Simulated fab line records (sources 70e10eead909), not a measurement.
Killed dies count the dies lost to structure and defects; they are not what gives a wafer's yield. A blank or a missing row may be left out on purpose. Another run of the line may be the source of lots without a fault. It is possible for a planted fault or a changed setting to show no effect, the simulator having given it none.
Check for tools in common | flow nandHarc | 12 lots and 36 wafers in the sample

== THE REASON FOR OPENING IT ==
At NHARC_P_ZERO_WELL_CD_MEAS_24 the reading cdNm is flagged on 1 of 12 lots. Wafers without a fault read 719.9 nm, standard deviation 2.7.
Rule: flag the lot when none of its wafers has a number, or when each of its wafers that has one lies beyond 4 standard deviations from that mean. As for the other lots, they are considered sound.

lot  | measured    | on       | cdNm (nm), wafer by wafer | flag
L988 | day 1 14:35 | cdSem-02 | 723.2 721.7 720.4         | 
L990 | day 2 02:28 | cdSem-03 | 719.1 716.0 714.6         | 
L993 | day 2 20:32 | cdSem-02 | 715.5 711.6 718.2         | 
L998 | day 4 02:35 | cdSem-03 | 706.7 704.2 702.0         | FLAGGED
L999 | day 4 08:33 | cdSem-02 | 718.9 722.8 722.6         | 
L104 | day 5 14:42 | cdSem-01 | 714.9 712.0 721.3         | 
L106 | day 6 02:28 | cdSem-03 | 722.2 721.3 716.0         | 
L107 | day 6 08:20 | cdSem-02 | 719.8 721.1 723.7         | 
L108 | day 6 14:35 | cdSem-01 | 717.4 719.5 714.5         | 
L109 | day 6 20:28 | cdSem-01 | 719.9 719.3 718.6         | 
L110 | day 7 02:44 | cdSem-02 | 722.4 718.6 718.8         | 
L111 | day 7 08:39 | cdSem-02 | 716.7 714.1 715.0         | 
The numbers of the flagged lots are 704.3 nm on average: -15.6 nm against the usual, or -6 standard deviations.

== LOT BY LOT: THE TOOL USED ==
2 process steps preceding the reading are held in the record, out of 1159 steps in the route. Read each cell as the tool, then ch plus the chambers that the sampled wafers visited, then the start.
lot  | flag    | NHARC_P_ZERO_WELL_ETCH_63      | NHARC_P_ZERO_WELL_EXPOSE_21
L988 |         | rieSi-02 ch 1,3, day 1 13:39   | krfScanner-03 ch 0, day 1 14:25
L990 |         | rieSi-06 ch 0,1,3, day 2 01:32 | krfScanner-02 ch 0, day 2 02:19
L993 |         | rieSi-03 ch 0,1,2, day 2 19:39 | krfScanner-04 ch 0, day 2 20:22
L998 | FLAGGED | rieSi-03 ch 0,3, day 4 01:40   | krfScanner-03 ch 0, day 4 02:26
L999 |         | rieSi-03 ch 1,2, day 4 07:44   | krfScanner-03 ch 0, day 4 08:23
L104 |         | rieSi-06 ch 0,1,2, day 5 13:48 | krfScanner-03 ch 0, day 5 14:33
L106 |         | rieSi-06 ch 0,3, day 6 01:32   | krfScanner-02 ch 0, day 6 02:19
L107 |         | rieSi-02 ch 1,2,3, day 6 07:32 | krfScanner-02 ch 0, day 6 08:10
L108 |         | rieSi-03 ch 1,2,3, day 6 13:39 | krfScanner-03 ch 0, day 6 14:25
L109 |         | rieSi-06 ch 0,3, day 6 19:31   | krfScanner-02 ch 0, day 6 20:19
L110 |         | rieSi-06 ch 0,1, day 7 01:46   | krfScanner-03 ch 0, day 7 02:35
L111 |         | rieSi-06 ch 0,1,2, day 7 07:43 | krfScanner-04 ch 0, day 7 08:30
These steps, and what they do:
- NHARC_P_ZERO_WELL_ETCH_63: etches the open film in HBr/Cl2, target depth 120 nm, time 40.1 s.
- NHARC_P_ZERO_WELL_EXPOSE_21: exposes mask P NWELL, target cd 720 nm.
- NHARC_P_ZERO_WELL_CD_MEAS_24: target cd 720 nm.

== FLAGGED OVER TOTAL, TOOL BY TOOL (the gauges that took the reading come last) ==
step                         | tool          | lots run | flagged | share of the flagged lots | sound lots run after its first flagged lot
NHARC_P_ZERO_WELL_ETCH_63    | rieSi-02      | 2        | 0       | none                      | -
NHARC_P_ZERO_WELL_ETCH_63    | rieSi-03      | 4        | 1       | all                       | 2 (L999,L108)
NHARC_P_ZERO_WELL_ETCH_63    | rieSi-06      | 6        | 0       | none                      | -
NHARC_P_ZERO_WELL_EXPOSE_21  | krfScanner-02 | 4        | 0       | none                      | -
NHARC_P_ZERO_WELL_EXPOSE_21  | krfScanner-03 | 6        | 1       | all                       | 4 (L999,L104,L108,L110)
NHARC_P_ZERO_WELL_EXPOSE_21  | krfScanner-04 | 2        | 0       | none                      | -
NHARC_P_ZERO_WELL_CD_MEAS_24 | cdSem-01      | 3        | 0       | none                      | -
NHARC_P_ZERO_WELL_CD_MEAS_24 | cdSem-02      | 6        | 0       | none                      | -
NHARC_P_ZERO_WELL_CD_MEAS_24 | cdSem-03      | 3        | 1       | all                       | 1 (L106)

== WHAT THE TABLE PERMITS ==
Every flagged lot was run by 3 rows of the table: rieSi-03 at NHARC_P_ZERO_WELL_ETCH_63, krfScanner-03 at NHARC_P_ZERO_WELL_EXPOSE_21 and cdSem-03 at NHARC_P_ZERO_WELL_CD_MEAS_24.
- rieSi-03 at NHARC_P_ZERO_WELL_ETCH_63: 1 of its 4 lots flagged. Sound lots followed the first flagged one (L999, L108) on it, something a lasting fault affecting the whole tool could not allow.
- krfScanner-03 at NHARC_P_ZERO_WELL_EXPOSE_21: 1 of its 6 lots flagged. Sound lots followed the first flagged one (L999, L104, L108, L110) on it, something a lasting fault affecting the whole tool could not allow.
- cdSem-03 at NHARC_P_ZERO_WELL_CD_MEAS_24: 1 of its 3 lots flagged. Sound lots followed the first flagged one (L106) on it, something a lasting fault affecting the whole tool could not allow.
No row of the table ran every flagged lot and no sound lot after the first.

== WHAT THE SIMULATOR HAD INSERTED ==
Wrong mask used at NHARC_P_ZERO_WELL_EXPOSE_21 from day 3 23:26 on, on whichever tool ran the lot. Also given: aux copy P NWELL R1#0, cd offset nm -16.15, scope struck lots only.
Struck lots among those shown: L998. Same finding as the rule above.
